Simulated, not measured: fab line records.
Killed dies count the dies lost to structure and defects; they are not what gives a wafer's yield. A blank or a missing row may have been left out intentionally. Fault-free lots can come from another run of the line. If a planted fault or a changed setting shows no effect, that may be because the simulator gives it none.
Which tool is to blame? / flow n5 finfet / 12 lots with 36 wafers sampled at 3 steps, on a route of 1938 steps

## WHAT THE GAUGES SHOWED, per wafer
N5_FIN_CUT_CD_MEAS_08: the cd target is 29.1 nm.
lot=L075; measured=day 2 08:20; on=cd sem-01; cd nm (nm)=28.93 28.98 28.79
lot=L077; measured=day 2 22:52; on=cd sem-02; cd nm (nm)=28.98 29.25 29.21
lot=L079; measured=day 3 08:51; on=cd sem-02; cd nm (nm)=29.27 29.41 29.04
lot=L081; measured=day 3 21:23; on=cd sem-01; cd nm (nm)=29.28 28.92 29.03
lot=L083; measured=day 4 10:48; on=cd sem-02; cd nm (nm)=29.16 28.79 28.82
lot=L085; measured=day 4 23:18; on=cd sem-01; cd nm (nm)=29.03 29.30 29.20
lot=L087; measured=day 5 08:49; on=cd sem-01; cd nm (nm)=29.06 28.74 29.04
lot=L089; measured=day 5 20:58; on=cd sem-01; cd nm (nm)=29.12 28.77 28.80
lot=L091; measured=day 6 09:56; on=cd sem-02; cd nm (nm)=29.23 29.08 29.47
lot=L093; measured=day 6 20:29; on=cd sem-02; cd nm (nm)=29.79 29.16 29.19
lot=L095; measured=day 7 09:17; on=cd sem-01; cd nm (nm)=29.03 29.43 29.12
lot=L097; measured=day 7 22:20; on=cd sem-02; cd nm (nm)=29.45 29.40 29.10

## WHICH TOOL RAN EACH LOT (tool, then ch and the chambers of the sampled wafers, then the start)
lot=L075; N5_FIN_SAQP_MANDREL1_REMOVE_56=rie si-03 ch 1,2,3, day 2 05:33; N5_FIN_SAQP_ETCH_67=rie diel-04 ch 1,3, day 2 06:26
lot=L077; N5_FIN_SAQP_MANDREL1_REMOVE_56=rie si-02 ch 0,1,2, day 2 20:07; N5_FIN_SAQP_ETCH_67=rie diel-06 ch 0,1, day 2 21:05
lot=L079; N5_FIN_SAQP_MANDREL1_REMOVE_56=rie si-01 ch 1,2, day 3 05:59; N5_FIN_SAQP_ETCH_67=rie diel-02 ch 2,3, day 3 06:56
lot=L081; N5_FIN_SAQP_MANDREL1_REMOVE_56=rie si-03 ch 0,1,2, day 3 18:32; N5_FIN_SAQP_ETCH_67=rie diel-06 ch 0,2, day 3 19:30
lot=L083; N5_FIN_SAQP_MANDREL1_REMOVE_56=rie si-02 ch 0,1, day 4 07:59; N5_FIN_SAQP_ETCH_67=rie diel-04 ch 0,1,2, day 4 09:00
lot=L085; N5_FIN_SAQP_MANDREL1_REMOVE_56=rie si-02 ch 0,1,3, day 4 18:48; N5_FIN_SAQP_ETCH_67=rie diel-02 ch 1,2, day 4 20:35
lot=L087; N5_FIN_SAQP_MANDREL1_REMOVE_56=rie si-03 ch 0,3, day 5 06:01; N5_FIN_SAQP_ETCH_67=rie diel-02 ch 0,3, day 5 07:09
lot=L089; N5_FIN_SAQP_MANDREL1_REMOVE_56=rie si-03 ch 0,2,3, day 5 18:14; N5_FIN_SAQP_ETCH_67=rie diel-04 ch 2,3, day 5 19:07
lot=L091; N5_FIN_SAQP_MANDREL1_REMOVE_56=rie si-03 ch 0,1,2, day 6 06:38; N5_FIN_SAQP_ETCH_67=rie diel-04 ch 1,2,3, day 6 07:40
lot=L093; N5_FIN_SAQP_MANDREL1_REMOVE_56=rie si-03 ch 1,2, day 6 17:44; N5_FIN_SAQP_ETCH_67=rie diel-04 ch 1,2,3, day 6 18:43
lot=L095; N5_FIN_SAQP_MANDREL1_REMOVE_56=rie si-03 ch 0,1, day 7 06:11; N5_FIN_SAQP_ETCH_67=rie diel-06 ch 0,1,2, day 7 07:29
lot=L097; N5_FIN_SAQP_MANDREL1_REMOVE_56=rie si-03 ch 0,2,3, day 7 18:41; N5_FIN_SAQP_ETCH_67=rie diel-04 ch 2,3, day 7 20:15
- N5_FIN_SAQP_MANDREL1_REMOVE_56: chemistry HBr/Cl2/O2, target a-Si, stops on SiNx, bt time 10 s.
- N5_FIN_SAQP_ETCH_67: etches SiNx in CH3F/O2, target depth 30 nm.

## THE ANSWER, worked out from the rows above alone
Rule: the usual values come from the lots themselves. Put in order of their means at a reading, lots are off if they are a third of the lots or fewer, leave a main group of 4 or more, and stand apart from it by a gap of 3 or more times the standard deviation of the main group's means; of several such gaps the widest counts. The tables above print the reading to a certain number of digits; a main group whose means all agree to those digits is not used. A lot without any number at a reading at which 4 lots or more have one is off too. All remaining lots with rows at the step are treated as sound.
Nothing can be told from this: no lot is off at any reading shown.

## WHAT HAD BEEN PUT IN BY THE SIMULATOR
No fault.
